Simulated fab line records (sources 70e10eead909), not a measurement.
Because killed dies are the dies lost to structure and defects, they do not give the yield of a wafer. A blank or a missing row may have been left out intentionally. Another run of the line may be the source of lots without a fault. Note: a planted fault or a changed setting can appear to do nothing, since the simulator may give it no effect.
Which of the tools did it? | flow nand_harc | 6 lots with 18 wafers sampled at 3 steps, on a route of 1302 steps

## WHAT THE GAUGES SHOWED, per wafer
NHARC_A_BONDPAD_CD_MEAS_09 targets a cd of 500 nm.
lot  | measured     | on        | cd_nm (nm)
L381 | day 23 15:24 | cd_sem-02 | 501.0 499.5 499.4
L383 | day 24 19:11 | cd_sem-01 | 495.9 496.6 496.6
L386 | day 25 16:51 | cd_sem-02 | 499.9 500.7 500.7
L393 | day 28 19:20 | cd_sem-01 | 500.1 498.3 497.7
L398 | day 30 13:34 | cd_sem-02 | 497.4 497.8 499.4
L401 | day 31 23:40 | cd_sem-01 | 499.4 502.1 498.9

## WHICH TOOL RAN EACH LOT (tool, then ch and the chambers of the sampled wafers, then the start)
lot  | NHARC_A_WL_FILL_CVD_23           | NHARC_A_M1_DEGAS_29
L381 | lpcvd_poly-01 ch 0, day 21 11:01 | pvd_sputter-02, day 23 11:55
L383 | lpcvd_poly-02 ch 0, day 22 14:53 | pvd_sputter-03, day 24 15:37
L386 | lpcvd_poly-01 ch 0, day 23 13:25 | pvd_sputter-02, day 25 13:22
L393 | lpcvd_poly-04 ch 0, day 26 14:11 | pvd_sputter-01, day 28 15:51
L398 | lpcvd_poly-02 ch 0, day 28 09:12 | pvd_sputter-02, day 30 10:04
L401 | lpcvd_poly-04 ch 0, day 29 22:30 | pvd_sputter-02, day 31 20:10
- NHARC_A_WL_FILL_CVD_23: deposits poly-Si, target thk 40 nm, time 800 s.
- NHARC_A_M1_DEGAS_29: time 60 s.

## THE ANSWER, worked out from the rows above alone
Rule: usual is defined by the lots themselves. The widest of any qualifying gaps counts: lots, ordered by their means at a reading, are off when they make up no more than a third of the lots, leave a main group of 4 or more, and stand apart from it by 3 or more times the standard deviation of that group's means. The tables above print the reading to a certain number of digits; a main group whose means all agree to those digits is not used. A lot without any number at a reading at which 4 lots or more have one is off too. Any other lot the step has rows for is counted as sound.
Across all readings shown, no lot is off: no conclusion can be drawn from this.

## WHAT THE SIMULATOR HAD INSERTED
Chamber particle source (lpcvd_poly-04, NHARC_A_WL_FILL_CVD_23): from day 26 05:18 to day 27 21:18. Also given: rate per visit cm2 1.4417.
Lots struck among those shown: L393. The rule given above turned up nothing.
